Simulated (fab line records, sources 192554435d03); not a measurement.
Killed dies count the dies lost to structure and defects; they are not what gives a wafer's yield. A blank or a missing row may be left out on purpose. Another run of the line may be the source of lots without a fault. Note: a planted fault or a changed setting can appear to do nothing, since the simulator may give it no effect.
Matching of chambers	flow n5-finfet	4 sister chambers for N5_FIN_SAQP_ETCH_34 on rie-diel-06
The step etches SiO2 in C4F6/O2, target depth 45 nm, time 15 s. 16 wafers are shown with their chamber, then 8 later ones without.

== EACH WAFER AND ITS CHAMBER ==
wafer	chamber	throttle-valve-pct (%)	showerhead-plenum-p-Torr (Torr)	rf-vpp-V (V)
L079.1	3	20.70	2.73	655
L079.4	0	21.13	2.97	660
L079.5	0	21.14	2.97	658
L084.2	2	21.39	2.72	652
L084.3	1	21.37	2.85	692
L084.6	2	21.37	2.72	654
L085.1	0	21.15	2.97	657
L085.2	3	20.73	2.72	657
L085.3	1	21.39	2.85	691
L087.3	3	20.73	2.72	653
L087.4	1	21.41	2.84	694
L087.5	2	21.38	2.71	653
L088.1	1	21.39	2.84	694
L088.4	3	20.72	2.72	654
L088.5	3	20.73	2.72	654
L089.1	0	21.16	2.96	659

SIGNATURES (averages over the wafers above)
reading	chamber 0	chamber 1	chamber 2	chamber 3	scatter within a chamber
throttle-valve-pct	21.1450	21.3900	21.3800	20.7220	0.0135
showerhead-plenum-p-Torr	2.9675	2.8450	2.7167	2.7220	0.00518
rf-vpp-V	658.50	692.75	653.00	654.60	1.38
Rule: distance of a wafer from a chamber = root of the sum over the readings of ((wafer's reading minus chamber's mean) / reading's scatter) squared. The wafer belongs to the nearest chamber; if the next one is less than 2 further off, it can't be placed. The scatter: take each reading less its chamber's mean, square it, sum over the shown wafers, divide by the number of wafers less the number of chambers, and take the root.

== WAFERS WITH NO CHAMBER GIVEN ==
wafer	throttle-valve-pct (%)	showerhead-plenum-p-Torr (Torr)	rf-vpp-V (V)
L089.2	21.41	2.84	691
L089.6	20.72	2.72	654
L093.1	21.40	2.71	652
L093.2	21.17	2.96	658
L093.5	21.16	2.96	658
L094.1	20.75	2.72	655
L094.2	21.18	2.96	659
L094.4	21.40	2.71	653

== THE CHAMBER EACH PASSED THROUGH ==
wafer	from the rows above	in truth
L089.2	1	1
L089.6	3	3
L093.1	2	2
L093.2	0	0
L093.5	0	0
L094.1	3	3
L094.2	0	0
L094.4	2	2
Correct placement for 8 of the 8. From these rows, 0 cannot be placed. Number placed wrongly: 0.
